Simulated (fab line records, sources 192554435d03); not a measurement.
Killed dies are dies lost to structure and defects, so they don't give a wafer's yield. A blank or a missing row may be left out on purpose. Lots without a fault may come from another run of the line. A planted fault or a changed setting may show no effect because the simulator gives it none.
fab line records | flow n5_finfet
record lots=23 wafers=69 last_day=20
route steps=1938 shown BEOL_M11@1552 BEOL_M12@1639
lots that met no fault: from a run of the same line without faults
start_h: hours from the record's first day to the start of the lot's first wafer shown | wait_h: hours since the lot's step before | " the same as in the row above | L1.1+2: a row that stands for several wafers | - no value, or no start given | * or withheld: withheld | < > ~ a bound
route shown NAME@n: a module of which the file shows steps, and the number in the route of the first | usual: mean/standard deviation of fault-free wafers | same: alike in all rows | chamber/n: place in a boat | sites: the reading at each site | _std_site: their standard deviation | _edge_site: outer sites' mean less inner sites' | radius_mm: how far each site lies from the wafer's centre | mask NAME#n: copy n | behind: the tool/chamber that last shaped the wafer | hold: why the lot was held/for how many hours/how that ended | device: the transistor (n, p or np) that didn't switch | end of line: the same wafers' tests at the end of the route | a step without rows: its recipe alone | killed: dies lost to structure and defects at the first sort, not the wafer's yield | map: a wafer's dies, x killed, . not, _ none there
set.NAME: the setting as run; set.NAME@STEP: as run at that earlier step | model.NAME: the simulator's own value behind a step, which no gauge read
steps of the route over a sample of lots; a table a step, a row a wafer
services: from which hour (start_h, from the record's first day; less than 0 if before it) a tool's chamber was out of use, for how many hours, and why
## steps
# step N5_BEOL_M11_DESCUM_16
# recipe chemistry=O2 time_s=7.9 source_power_w=50 bias_power_w=20 pressure_mtorr=20 rf_frequency_hz=2.712e+07 temp_c=40 resist=CAR-ArF o2_flow_sccm=225
# usual chamber_pressure_mTorr=20.000/0.019 drypump_motor_current_A=5.7/0.42 oes_product_au=0.76/0.049 rf_vpp_V=243.0/1.5 showerhead_plenum_p_Torr=2.08/0.073 throttle_valve_pct=20.38/0.18
# columns lot.wafer tool chamber start_h wait_h chamber_pressure_mTorr drypump_motor_current_A oes_product_au rf_hours_counter_h rf_vpp_V showerhead_plenum_p_Torr throttle_valve_pct
L075.2 rie_diel-03 1 243.65 0.0 19.966 5.4 0.86 59 241.6 2.03 20.14
L075.4 " 3 " " 19.994 5.1 0.81 109 245.6 2.19 20.40
L075.6 " 3 " " 19.991 5.1 0.82 - 243.9 2.19 20.40
L074.4 rie_diel-06 3 243.82 0.0 19.976 5.7 0.74 175 244.5 2.15 20.29
L074.5 " 2 " " 20.024 6.0 0.76 - 244.6 2.12 20.74
L074.6 " 1 " " 19.983 5.5 0.78 - 240.4 1.93 20.52
L079.1 rie_diel-06 1 258.54 0.0 20.043 5.5 0.77 142 240.6 1.93 20.52
L079.2 " 2 " " 20.017 6.0 0.76 131 243.2 2.12 20.74
L079.6 " 0 " " 20.012 5.9 0.73 - 244.8 2.16 20.22
L077.1 rie_diel-03 2 274.10 0.0 19.998 6.1 0.73 195 242.6 1.99 20.08
L077.3 " 0 " " 20.002 5.5 0.74 194 243.7 2.08 20.35
L077.5 " 3 " " 20.008 5.1 0.80 - 245.5 2.19 20.40
L078.2 rie_diel-05 1 276.88 0.0 19.988 6.5 0.86 35 243.1 2.05 20.27
L078.4 " 2 " " 20.017 4.8 0.82 80 243.1 2.12 20.28
L078.5 " 0 " " 20.011 5.6 0.68 - 242.8 2.07 20.67
L081.3 rie_diel-05 1 287.03 0.0 20.005 6.5 0.86 37 242.6 2.04 20.28
L081.4 " 2 " " 19.983 4.8 0.82 82 243.5 2.12 20.28
L081.5 " 1 " " 20.025 6.5 0.86 - 243.5 2.04 20.28
L080.1 rie_diel-06 1 291.21 0.0 19.981 5.5 0.77 151 241.0 1.92 20.52
L080.3 " 2 " " 20.000 6.0 0.75 140 242.6 2.11 20.75
L080.6 " 1 " " 20.017 5.5 0.78 - 240.2 1.92 20.53
L082.2 rie_diel-03 1 295.84 0.0 20.008 5.3 0.83 75 241.2 2.02 20.18
L082.3 " 3 " " 19.984 5.1 0.79 125 244.0 2.19 20.41
L082.5 " 0 " " 19.998 5.5 0.73 - 242.5 2.08 20.37
L083.1 rie_diel-03 1 296.09 0.1 20.003 5.4 0.84 75 241.3 2.02 20.17
L083.5 " 0 " " 19.985 5.5 0.73 - 241.5 2.08 20.36
L083.6 " 1 " " 20.021 5.4 0.84 - 241.3 2.02 20.18
L084.1 rie_diel-05 2 300.86 0.5 20.033 4.8 0.82 86 244.2 2.11 20.29
L084.3 " 3 " " 19.994 6.1 0.74 187 242.3 2.10 20.51
L084.6 " 3 " " 19.995 6.1 0.74 - 243.3 2.10 20.48
L085.1 rie_diel-03 0 303.19 0.0 20.000 5.5 0.73 204 242.4 2.08 20.35
L085.2 " 1 " " 20.002 5.4 0.83 78 242.6 2.02 20.18
L085.6 " 1 " " 20.009 5.3 0.83 - 242.4 2.02 20.17
L086.3 rie_diel-06 1 320.84 0.1 20.005 5.5 0.75 160 240.0 1.92 20.52
L086.4 " 0 " " 20.007 5.9 0.71 203 245.0 2.15 20.25
L086.5 " 0 " " 19.973 5.9 0.70 - 245.0 2.15 20.24
L087.3 rie_diel-05 1 327.62 0.0 20.011 6.5 0.84 48 242.6 2.04 20.29
L087.5 " 3 " " 19.984 6.1 0.74 - 243.5 2.09 20.48
L087.6 " 0 " " 19.984 5.6 0.68 - 241.9 2.07 20.68
L090.2 rie_diel-06 2 332.70 0.0 19.989 6.0 0.75 153 242.7 2.11 20.78
L090.3 " 3 " " 19.978 5.7 0.72 196 244.9 2.14 20.32
L090.4 " 2 " " 19.984 6.1 0.74 - 243.7 2.11 20.75
L088.1 rie_diel-06 2 334.45 0.4 20.042 6.1 0.74 154 244.5 2.11 20.79
L088.2 " 3 " " 20.028 5.7 0.71 197 243.4 2.14 20.33
L088.5 " 0 " " 20.010 5.9 0.71 - 243.6 2.15 20.25
L089.1 rie_diel-03 0 334.69 0.1 19.989 5.5 0.71 215 243.1 2.08 20.36
L089.3 " 2 " " 19.990 6.1 0.70 214 240.8 1.98 20.12
L089.4 " 1 " " 20.013 5.4 0.83 89 240.6 2.02 20.19
L092.2 rie_diel-03 2 339.01 0.3 20.018 6.1 0.71 215 241.6 1.98 20.13
L092.5 " 1 " " 20.015 5.4 0.82 - 241.9 2.02 20.20
L092.6 " 0 " " 19.978 5.4 0.72 - 242.9 2.08 20.39
L091.3 rie_diel-05 3 347.13 0.1 19.992 6.1 0.72 201 242.6 2.09 20.51
L091.5 " 3 " " 20.024 6.1 0.73 - 243.6 2.09 20.51
L091.6 " 2 " " 20.022 4.8 0.80 - 243.0 2.11 20.32
L093.1 rie_diel-06 3 355.11 0.1 19.996 5.7 0.71 203 244.6 2.14 20.35
L093.4 " 1 " " 19.978 5.5 0.75 168 240.9 1.92 20.54
L093.5 " 3 " " 20.006 5.7 0.71 - 243.9 2.14 20.34
L095.2 rie_diel-06 3 362.91 0.0 19.979 5.7 0.71 206 243.4 2.14 20.35
L095.3 " 1 " " 19.990 5.5 0.75 170 240.6 1.92 20.56
L095.5 " 3 " " 20.033 5.7 0.71 - 242.7 2.14 20.33
L094.1 rie_diel-03 1 363.53 0.0 20.028 5.4 0.81 94 244.5 2.02 20.22
L094.5 " 3 " " 19.972 5.1 0.76 - 245.1 2.18 20.46
L094.6 " 0 " " 19.957 5.5 0.72 - 242.5 2.07 20.38
L096.1 rie_diel-03 3 389.71 0.3 20.000 5.1 0.75 158 246.0 2.17 20.47
L096.3 " 2 " " 20.004 6.1 0.71 231 241.3 1.97 20.13
L096.5 " 2 " " 20.026 6.1 0.69 - 240.3 1.97 20.13
L097.1 rie_diel-05 1 422.55 0.1 19.996 6.5 0.81 76 241.2 2.03 20.32
L097.2 " 3 " " 20.033 6.1 0.71 221 242.9 2.08 20.54
L097.3 " 2 " " 19.986 4.9 0.78 121 243.9 2.10 20.35
# step N5_BEOL_M11_STRIP_77
# recipe chemistry=N2/H2 time_s=10 power_w=450 temp_c=40 pressure_mtorr=20 rf_frequency_hz=6e+07 bias_power_w=7 n2_flow_sccm=200 h2_flow_sccm=200
# usual chamber_pressure_mTorr=19.995/0.019 drypump_motor_current_A=5.7/0.43 oes_product_au=0.75/0.053 rf_vpp_V=59.1/0.93 showerhead_plenum_p_Torr=2.52/0.094 throttle_valve_pct=23.6/0.31
# columns lot.wafer tool chamber start_h wait_h chamber_pressure_mTorr drypump_motor_current_A oes_product_au rf_hours_counter_h rf_vpp_V showerhead_plenum_p_Torr throttle_valve_pct
L074.4 rie_diel-06 0 - - 19.993 5.9 0.73 182 60.3 2.64 23.4
L074.5 " 3 " " 19.991 5.7 0.74 - 59.1 2.62 23.5
L074.6 " 0 " " 19.981 5.9 0.72 - 59.3 2.64 23.4
L075.2 rie_diel-05 1 - - 19.993 6.5 0.89 25 58.7 2.48 23.5
L075.4 " 3 " " 19.963 6.1 0.75 171 59.0 2.54 23.8
L075.6 " 1 " " 20.003 6.5 0.89 - 59.0 2.48 23.5
L079.1 rie_diel-06 1 - - 20.051 5.5 0.77 142 57.0 2.35 24.0
L079.2 " 2 " " 19.980 6.1 0.75 132 60.2 2.55 24.1
L079.6 " 0 " " 20.006 5.9 0.72 - 59.6 2.64 23.4
L077.1 rie_diel-06 3 - - 19.959 5.7 0.72 183 58.8 2.62 23.5
L077.3 " 2 " " 20.003 6.0 0.75 136 58.5 2.55 24.1
L077.5 " 1 " " 20.010 5.6 0.78 - 58.0 2.35 24.0
L078.2 rie_diel-06 1 - - 19.971 5.6 0.77 148 57.8 2.35 24.0
L078.4 " 3 " " 20.010 5.7 0.72 184 59.0 2.62 23.5
L078.5 " 1 " " 20.005 5.6 0.77 - 58.6 2.35 24.0
L081.3 rie_diel-06 0 - - 19.978 5.9 0.71 194 58.0 2.64 23.4
L081.4 " 3 " " 20.014 5.7 0.72 187 60.1 2.62 23.5
L081.5 " 2 " " 19.974 6.0 0.75 - 59.4 2.55 24.1
L080.1 rie_diel-03 2 - - 19.995 6.2 0.73 200 58.7 2.42 23.3
L080.3 " 0 " " 20.021 5.5 0.73 201 59.9 2.52 23.5
L080.6 " 1 " " 19.983 5.4 0.84 - 59.0 2.45 23.1
L082.2 rie_diel-03 2 - - 19.986 6.1 0.72 201 59.0 2.42 23.3
L082.3 " 0 " " 20.009 5.4 0.72 202 60.8 2.52 23.5
L082.5 " 2 " " 20.004 6.1 0.72 - 57.5 2.42 23.3
L083.1 rie_diel-03 1 - - 19.997 5.4 0.83 77 59.3 2.44 23.1
L083.5 " 2 " " 20.042 6.2 0.71 - 58.3 2.42 23.3
L083.6 " 1 " " 20.018 5.4 0.83 - 57.7 2.44 23.1
L084.1 rie_diel-06 0 - - 20.006 5.9 0.70 198 60.1 2.64 23.4
L084.3 " 2 " " 20.007 6.1 0.74 144 59.3 2.55 24.1
L084.6 " 3 " " 19.982 5.7 0.72 - 60.0 2.62 23.5
L085.1 rie_diel-05 1 - - 20.021 6.5 0.85 41 59.7 2.47 23.5
L085.2 " 2 " " 20.007 4.8 0.81 87 58.0 2.57 23.3
L085.6 " 0 " " 19.988 5.6 0.68 - 60.2 2.50 23.8
L086.3 rie_diel-06 3 - - 19.997 5.7 0.71 193 59.9 2.61 23.5
L086.4 " 1 " " 19.998 5.5 0.75 161 59.3 2.34 24.0
L086.5 " 0 " " 19.956 5.9 0.70 - 59.2 2.63 23.4
L087.3 rie_diel-03 0 - - 19.988 5.5 0.72 213 59.5 2.52 23.5
L087.5 " 0 " " 20.008 5.5 0.73 - 58.7 2.52 23.5
L087.6 " 1 " " 19.976 5.4 0.82 - 59.8 2.44 23.1
L090.2 rie_diel-05 3 - - 20.030 6.1 0.72 196 59.8 2.53 23.8
L090.3 " 1 " " 19.999 6.5 0.84 50 60.1 2.47 23.5
L090.4 " 0 " " 20.009 5.6 0.68 250 58.7 2.49 23.8
L088.1 rie_diel-05 1 - - 19.997 6.5 0.84 52 59.0 2.47 23.6
L088.2 " 3 " " 19.998 6.1 0.73 198 60.0 2.53 23.8
L088.5 " 1 " " 19.982 6.5 0.83 - 58.8 2.47 23.5
L089.1 rie_diel-06 2 - - 19.989 6.1 0.73 155 59.0 2.54 24.1
L089.3 " 0 " " 19.990 5.9 0.70 209 59.9 2.63 23.4
L089.4 " 0 " " 19.983 5.9 0.70 - 61.3 2.63 23.4
L092.2 rie_diel-05 3 - - 19.983 6.1 0.72 200 60.1 2.53 23.8
L092.5 " 3 " " 19.974 6.1 0.72 - 57.4 2.53 23.9
L092.6 " 1 " " 19.989 6.5 0.83 - 59.3 2.47 23.6
L091.3 rie_diel-05 1 - - 20.011 6.5 0.83 56 58.4 2.47 23.5
L091.5 " 2 " " 19.988 4.8 0.80 - 60.5 2.56 23.3
L091.6 " 3 " " 20.003 6.1 0.72 - 59.8 2.53 23.9
L093.1 rie_diel-06 0 - - 19.994 5.9 0.70 215 59.6 2.63 23.4
L093.4 " 1 " " 19.992 5.6 0.76 169 58.4 2.34 24.0
L093.5 " 3 " " 20.026 5.7 0.71 - 59.8 2.61 23.5
L095.2 rie_diel-03 1 - - 19.996 5.4 0.81 94 58.2 2.44 23.1
L095.3 " 2 " " 19.966 6.1 0.71 223 59.0 2.41 23.3
L095.5 " 3 " " 20.028 5.1 0.76 - 59.6 2.64 23.8
L094.1 rie_diel-05 0 - - 20.003 5.6 0.94 5 58.3 2.49 23.5
L094.5 " 1 " " 19.953 6.5 0.82 - 59.6 2.46 23.6
L094.6 " 2 " " 20.000 4.9 0.79 - 58.3 2.56 23.3
L096.1 rie_diel-06 1 - - 19.996 5.5 0.74 179 57.6 2.33 24.0
L096.3 " 3 " " 20.008 5.7 0.69 214 59.9 2.61 23.5
L096.5 " 2 " " 19.969 6.0 0.73 - 58.6 2.54 24.1
L097.1 rie_diel-06 2 - - 19.999 6.0 0.72 179 58.9 2.53 24.1
L097.2 " 3 " " 19.965 5.7 0.70 220 58.7 2.60 23.5
L097.3 " 0 " " 19.965 5.9 0.69 232 60.0 2.62 23.4
# step N5_BEOL_M11_SURFACE_TREAT_76
# recipe gas=Ar time_s=* ion_energy_ev=* ion_current_ma_cm2=0.5 pressure_mtorr=* ar_flow_sccm=30
# usual pressure_mtorr=* throttle_valve_pct=*
# columns lot.wafer tool chamber start_h wait_h pressure_mtorr throttle_valve_pct
L074.4 pvd_sputter-03 - 248.17 0.2 * *
L074.5 " - " " * *
L074.6 " - " " * *
L075.2 pvd_sputter-02 - 250.29 1.7 * *
L075.4 " - " " * *
L075.6 " - " " * *
L079.1 pvd_sputter-01 - 263.23 0.5 * *
L079.2 " - " " * *
L079.6 " - " " * *
L077.1 pvd_sputter-03 - 276.96 0.3 * *
L077.3 " - " " * *
L077.5 " - " " * *
L078.2 pvd_sputter-02 - 283.23 0.2 * *
L078.4 " - " " * *
L078.5 " - " " * *
L081.3 pvd_sputter-03 - 291.33 0.2 * *
L081.4 " - " " * *
L081.5 " - " " * *
L080.1 pvd_sputter-03 - 296.13 0.3 * *
L080.3 " - " " * *
L080.6 " - " " * *
L082.2 pvd_sputter-02 - 300.14 0.2 * *
L082.3 " - " " * *
L082.5 " - " " * *
L083.1 pvd_sputter-02 - 300.82 0.2 * *
L083.5 " - " " * *
L083.6 " - " " * *
L084.1 pvd_sputter-03 - 303.72 0.2 * *
L084.3 " - " " * *
L084.6 " - " " * *
L085.1 pvd_sputter-01 - 306.02 0.2 * *
L085.2 " - " " * *
L085.6 " - " " * *
L086.3 pvd_sputter-01 - 323.74 0.2 * *
L086.4 " - " " * *
L086.5 " - " " * *
L087.3 pvd_sputter-01 - 331.60 0.2 * *
L087.5 " - " " * *
L087.6 " - " " * *
L090.2 pvd_sputter-01 - 335.21 0.2 * *
L090.3 " - " " * *
L090.4 " - " " * *
L088.1 pvd_sputter-02 - 339.34 0.2 * *
L088.2 " - " " * *
L088.5 " - " " * *
L089.1 pvd_sputter-01 - 339.58 0.2 * *
L089.3 " - " " * *
L089.4 " - " " * *
L092.2 pvd_sputter-02 - 346.81 0.2 * *
L092.5 " - " " * *
L092.6 " - " " * *
L091.3 pvd_sputter-01 - 352.35 0.2 * *
L091.5 " - " " * *
L091.6 " - " " * *
L093.1 pvd_sputter-01 - 358.87 0.2 * *
L093.4 " - " " * *
L093.5 " - " " * *
L095.2 pvd_sputter-03 - 366.74 0.2 * *
L095.3 " - " " * *
L095.5 " - " " * *
L094.1 pvd_sputter-01 - 366.83 0.2 * *
L094.5 " - " " * *
L094.6 " - " " * *
L096.1 pvd_sputter-02 - 392.71 0.2 * *
L096.3 " - " " * *
L096.5 " - " " * *
L097.1 pvd_sputter-01 - 427.41 0.3 * *
L097.2 " - " " * *
L097.3 " - " " * *
# step N5_BEOL_M11_RS_MEAS_57
# recipe thk_meas_gauge=four-point-probe reads=Cu_of_BEOL_M11_ECD_50+Co_of_BEOL_M11_CVD_75+TaN_of_BEOL_M11_ALD_74
# usual M11_RS=0.152/0.0035
# columns lot.wafer tool chamber start_h wait_h M11_RS[ohm/sq]
L074.4 film_metro-01 - 249.39 0.0 0.152
L074.5 " - " " 0.153
L074.6 " - " " 0.149
L075.2 film_metro-02 - 251.45 0.0 0.148
L075.4 " - " " 0.152
L075.6 " - " " 0.148
L079.1 film_metro-01 - 265.61 0.0 0.148
L079.2 " - " " 0.155
L079.6 " - " " 0.152
L077.1 film_metro-01 - 278.78 0.0 0.157
L077.3 " - " " 0.154
L077.5 " - " " 0.149
L078.2 film_metro-02 - 285.97 0.0 0.147
L078.4 " - " " 0.156
L078.5 " - " " 0.148
L081.3 film_metro-02 - 292.89 0.0 0.154
L081.4 " - " " 0.156
L081.5 " - " " 0.154
L080.1 film_metro-01 - 297.91 0.0 0.149
L080.3 " - " " 0.148
L080.6 " - " " 0.146
L082.2 film_metro-01 - 301.44 0.0 0.150
L082.3 " - " " 0.150
L082.5 " - " " 0.150
L083.1 film_metro-02 - 302.43 0.0 0.149
L083.5 " - " " 0.153
L083.6 " - " " 0.146
L084.1 film_metro-01 - 305.06 0.0 0.152
L084.3 " - " " 0.154
L084.6 " - " " 0.156
L085.1 film_metro-01 - 307.25 0.0 0.152
L085.2 " - " " 0.151
L085.6 " - " " 0.155
L086.3 film_metro-01 - 326.64 0.0 0.156
L086.4 " - " " 0.152
L086.5 " - " " 0.155
L087.3 film_metro-02 - 333.19 0.0 0.153
L087.5 " - " " 0.150
L087.6 " - " " 0.147
L090.2 film_metro-01 - 336.52 0.0 0.154
L090.3 " - " " 0.149
L090.4 " - " " 0.153
L088.1 film_metro-02 - 340.57 0.0 0.148
L088.2 " - " " 0.151
L088.5 " - " " 0.150
L089.1 film_metro-02 - 340.88 0.0 0.151
L089.3 " - " " 0.152
L089.4 " - " " 0.151
L092.2 film_metro-01 - 348.01 0.0 0.153
L092.5 " - " " 0.152
L092.6 " - " " 0.149
L091.3 film_metro-01 - 353.94 0.0 0.152
L091.5 " - " " 0.153
L091.6 " - " " 0.155
L093.1 film_metro-02 - 360.39 0.0 0.150
L093.4 " - " " 0.145
L093.5 " - " " 0.154
L095.2 film_metro-02 - 367.97 0.0 0.146
L095.3 " - " " 0.152
L095.5 " - " " 0.159
L094.1 film_metro-01 - 368.27 0.0 0.149
L094.5 " - " " 0.151
L094.6 " - " " 0.152
L096.1 film_metro-01 - 394.32 0.0 0.148
L096.3 " - " " 0.157
L096.5 " - " " 0.153
L097.1 film_metro-02 - 429.54 0.1 0.152
L097.2 " - " " 0.154
L097.3 " - " " 0.152
# step N5_BEOL_M11_INSPECT_58
# recipe inspect_instrument=darkfield mode=post_dep
# usual raw_defect_count=68/20
# columns lot.wafer tool chamber start_h wait_h raw_defect_count
L074.4 defect_inspect-02 - 249.41 0.0 64
L074.5 " - " " 66
L074.6 " - " " 49
L075.2 defect_inspect-01 - 251.47 0.0 59
L075.4 " - " " 85
L075.6 " - " " 55
L079.1 defect_inspect-02 - 265.63 0.0 58
L079.2 " - " " 53
L079.6 " - " " 15
L077.1 defect_inspect-01 - 278.81 0.0 43
L077.3 " - " " 45
L077.5 " - " " 98
L078.2 defect_inspect-02 - 286.00 0.0 62
L078.4 " - " " 58
L078.5 " - " " 87
L081.3 defect_inspect-01 - 292.92 0.0 82
L081.4 " - " " 43
L081.5 " - " " 64
L080.1 defect_inspect-01 - 297.94 0.0 63
L080.3 " - " " 74
L080.6 " - " " 101
L082.2 defect_inspect-01 - 301.47 0.0 75
L082.3 " - " " 32
L082.5 " - " " 51
L083.1 defect_inspect-01 - 302.45 0.0 67
L083.5 " - " " 74
L083.6 " - " " 43
L084.1 defect_inspect-01 - 305.09 0.0 92
L084.3 " - " " 63
L084.6 " - " " 72
L085.1 defect_inspect-01 - 307.27 0.0 117
L085.2 " - " " 69
L085.6 " - " " 57
L086.3 defect_inspect-01 - 326.66 0.0 65
L086.4 " - " " 44
L086.5 " - " " 76
L087.3 defect_inspect-01 - 333.22 0.0 82
L087.5 " - " " 58
L087.6 " - " " 82
L090.2 defect_inspect-02 - 336.55 0.0 113
L090.3 " - " " 46
L090.4 " - " " 47
L088.1 defect_inspect-02 - 340.59 0.0 81
L088.2 " - " " 87
L088.5 " - " " 113
L089.1 defect_inspect-02 - 340.91 0.0 56
L089.3 " - " " 75
L089.4 " - " " 80
L092.2 defect_inspect-02 - 348.04 0.0 161
L092.5 " - " " 69
L092.6 " - " " 83
L091.3 defect_inspect-01 - 353.96 0.0 63
L091.5 " - " " 84
L091.6 " - " " 120
L093.1 defect_inspect-01 - 360.41 0.0 37
L093.4 " - " " 55
L093.5 " - " " 64
L095.2 defect_inspect-02 - 367.99 0.0 63
L095.3 " - " " 93
L095.5 " - " " 43
L094.1 defect_inspect-02 - 368.29 0.0 69
L094.5 " - " " 80
L094.6 " - " " 69
L096.1 defect_inspect-01 - 394.34 0.0 58
L096.3 " - " " 57
L096.5 " - " " 58
L097.1 defect_inspect-02 - 429.57 0.0 77
L097.2 " - " " 72
L097.3 " - " " 113
# step N5_BEOL_M12_TRENCH_ETCH_34
# recipe chemistry=C4F8/O2/Ar target=SiOC target_depth_a=3189.5 mask_material=SOC pressure_mtorr=30 source_w=3000 bias_w=700 Ar_flow_sccm=400 C4F8_flow_sccm=15 O2_flow_sccm=8 he_inner_torr=15 he_outer_torr=30 time_s=125.5 ion_energy_ev=250
# usual chamber_pressure_mTorr=30.000/0.026 drypump_motor_current_A=5.8/0.41 oes_product_au=0.80/0.083 rf_vpp_V=666/3.4 showerhead_plenum_p_Torr=3.45/0.11 throttle_valve_pct=24.11/0.15
# columns lot.wafer tool chamber start_h wait_h chamber_pressure_mTorr drypump_motor_current_A oes_product_au rf_hours_counter_h rf_vpp_V showerhead_plenum_p_Torr throttle_valve_pct
L074.4 rie_diel-04 3 251.57 0.0 30.013 5.8 0.72 193 664 3.42 24.19
L074.5 " 2 " " 30.002 5.8 0.79 - 662 3.34 24.11
L074.6 " 1 " " 30.024 6.4 0.70 - 669 3.49 24.32
L075.2 rie_diel-04 3 253.43 0.0 30.012 5.8 0.71 194 665 3.42 24.20
L075.4 " 0 " " 29.996 5.7 0.87 53 670 3.58 23.88
L075.6 " 1 " " 29.995 6.4 0.70 - 667 3.49 24.30
L079.1 rie_diel-04 0 267.53 0.0 30.026 5.7 0.88 58 670 3.57 23.89
L079.2 " 3 " " 30.003 5.8 0.71 199 663 3.42 24.23
L079.6 " 2 " " 30.013 5.7 0.80 - 662 3.34 24.15
L077.1 rie_diel-01 3 280.64 0.0 29.986 4.9 0.81 87 670 3.57 23.93
L077.3 " 0 " " 30.006 4.9 0.70 226 666 3.39 24.34
L077.5 " 2 " " 29.971 6.4 0.83 - 670 3.61 24.21
L078.2 rie_diel-04 3 287.85 0.0 29.942 5.8 0.71 206 666 3.41 24.22
L078.4 " 1 " " 30.036 6.4 0.69 249 668 3.48 24.31
L078.5 " 1 " " 30.004 6.4 0.69 - 668 3.48 24.30
L081.3 rie_diel-04 1 295.00 0.0 29.998 6.4 0.68 251 667 3.48 24.30
L081.4 " 0 " " 30.039 5.7 0.84 68 671 3.57 23.90
L081.5 " 0 " " 30.018 5.7 0.86 - 671 3.57 23.89
L080.1 rie_diel-01 0 299.94 0.0 30.010 4.9 0.70 231 665 3.38 24.37
L080.3 " 1 " " 30.004 5.3 0.90 22 663 3.33 23.99
L080.6 " 1 " " 29.974 5.3 0.90 - 665 3.33 23.99
L082.2 rie_diel-02 2 303.51 0.0 30.015 5.9 0.94 11 672 3.62 24.20
L082.3 " 3 " " 29.945 5.6 0.91 25 668 3.51 23.83
L082.5 " 2 " " 29.986 5.9 0.95 - 672 3.62 24.19
L083.1 rie_diel-04 1 304.72 0.0 29.985 6.4 0.68 255 667 3.48 24.33
L083.5 " 2 " " 30.005 5.8 0.77 - 662 3.33 24.15
L083.6 " 3 " " 29.974 5.8 0.69 - 664 3.41 24.20
L084.1 rie_diel-01 2 307.14 0.0 30.026 6.4 0.83 87 670 3.61 24.21
L084.3 " 3 " " 30.008 4.9 0.81 95 670 3.57 23.92
L084.6 " 2 " " 30.021 6.4 0.83 - 671 3.61 24.22
L085.1 rie_diel-04 0 309.24 0.0 29.996 5.7 0.85 73 670 3.57 23.92
L085.2 " 3 " " 29.998 5.8 0.70 214 664 3.41 24.22
L085.6 " 0 " " 30.023 5.7 0.85 - 670 3.57 23.90
L086.3 rie_diel-01 2 328.55 0.0 30.002 6.4 0.82 95 671 3.60 24.22
L086.4 " 3 " " 29.979 4.9 0.81 103 670 3.56 23.94
L086.5 " 3 " " 30.054 4.9 0.80 - 668 3.56 23.93
L087.3 rie_diel-02 0 335.05 0.0 29.990 5.3 0.69 249 663 3.39 24.19
L087.5 " 1 " " 30.006 5.7 0.73 - 662 3.28 24.20
L087.6 " 2 " " 30.003 5.9 0.92 - 672 3.61 24.23
L090.2 rie_diel-01 3 338.86 0.0 30.010 4.9 0.79 108 670 3.56 23.94
L090.3 " 0 " " 29.996 4.9 0.69 245 665 3.38 24.36
L090.4 " 1 " " 29.977 5.3 0.88 37 664 3.32 24.02
L088.1 rie_diel-02 2 342.55 0.0 30.002 5.9 0.92 28 669 3.61 24.23
L088.2 " 1 " " 30.026 5.6 0.73 196 662 3.28 24.23
L088.5 " 2 " " 29.990 5.9 0.91 - 672 3.61 24.22
L089.1 rie_diel-04 3 342.98 0.0 29.990 5.8 0.70 228 664 3.40 24.27
L089.3 " 2 " " 29.983 5.8 0.76 137 662 3.32 24.16
L089.4 " 1 " " 29.978 6.4 0.97 5 668 3.47 23.98
L092.2 rie_diel-04 2 349.99 0.0 29.996 5.7 0.76 139 662 3.32 24.20
L092.5 " 2 " " 30.009 5.8 0.76 - 662 3.32 24.18
L092.6 " 0 " " 30.002 5.7 0.84 - 670 3.56 23.91
L091.3 rie_diel-02 2 356.21 0.0 30.004 5.9 0.89 34 671 3.61 24.23
L091.5 " 0 " " 29.996 5.3 0.97 - 664 3.39 23.87
L091.6 " 1 " " 29.963 5.7 0.72 - 660 3.28 24.24
L093.1 rie_diel-04 3 362.37 0.0 30.027 5.8 0.68 231 663 3.40 24.25
L093.4 " 1 " " 30.005 6.4 0.92 13 667 3.47 24.01
L093.5 " 3 " " 29.959 5.8 0.68 - 666 3.40 24.24
L095.2 rie_diel-04 1 370.07 0.0 30.011 6.4 0.93 16 667 3.47 23.99
L095.3 " 3 " " 30.015 5.8 0.69 234 665 3.40 24.26
L095.5 " 2 " " 29.984 5.8 0.75 - 662 3.32 24.21
L094.1 rie_diel-04 0 370.56 0.0 30.012 5.7 0.83 93 670 3.55 23.93
L094.5 " 3 " " 29.976 5.8 0.69 - 664 3.40 24.24
L094.6 " 0 " " 30.001 5.7 0.81 - 669 3.55 23.92
L096.1 rie_diel-02 3 396.61 0.0 30.043 5.6 0.85 59 666 3.49 23.87
L096.3 " 1 " " 29.993 5.7 0.71 216 660 3.27 24.24
L096.5 " 2 " " 29.995 5.9 0.88 - 669 3.60 24.24
L097.1 rie_diel-04 0 431.46 0.0 30.001 5.7 0.78 114 670 3.54 23.97
L097.2 " 1 " " 29.993 6.4 0.87 36 667 3.46 24.03
L097.3 " 2 " " 29.937 5.8 0.73 166 662 3.31 24.22
## services
# columns tool chamber start_h hours kind
rie_diel-03 2 225.59 2.0 repair
rie_diel-05 0 241.22 3.8 repair
rie_diel-06 3 291.19 8.3 repair
rie_diel-02 1 300.39 15.4 repair
pvd_sputter-02 - 301.83 7.9 repair
rie_diel-02 3 305.25 2.1 repair
rie_diel-04 1 308.27 2.9 repair
rie_diel-04 0 311.57 9.9 repair
rie_diel-05 0 320.99 2.0 repair
rie_diel-06 1 332.37 8.2 repair
rie_diel-05 0 334.81 - clean
rie_diel-05 0 334.81 - consumable_replace:focus_ring
rie_diel-05 0 334.81 13.4 scheduled_down
rie_diel-04 3 346.23 10.6 repair
rie_diel-04 - 352.25 0.6 repair
rie_diel-03 1 353.01 10.2 repair
rie_diel-03 2 354.84 6.4 repair
rie_diel-01 0 371.46 2.1 repair
rie_diel-01 0 383.71 77.6 repair
rie_diel-02 0 389.92 9.1 repair
pvd_sputter-02 - 394.40 1.9 repair
pvd_sputter-01 - 397.65 1.0 repair
rie_diel-05 3 398.86 1.8 repair
rie_diel-06 3 407.97 4.8 repair
## key
fault none
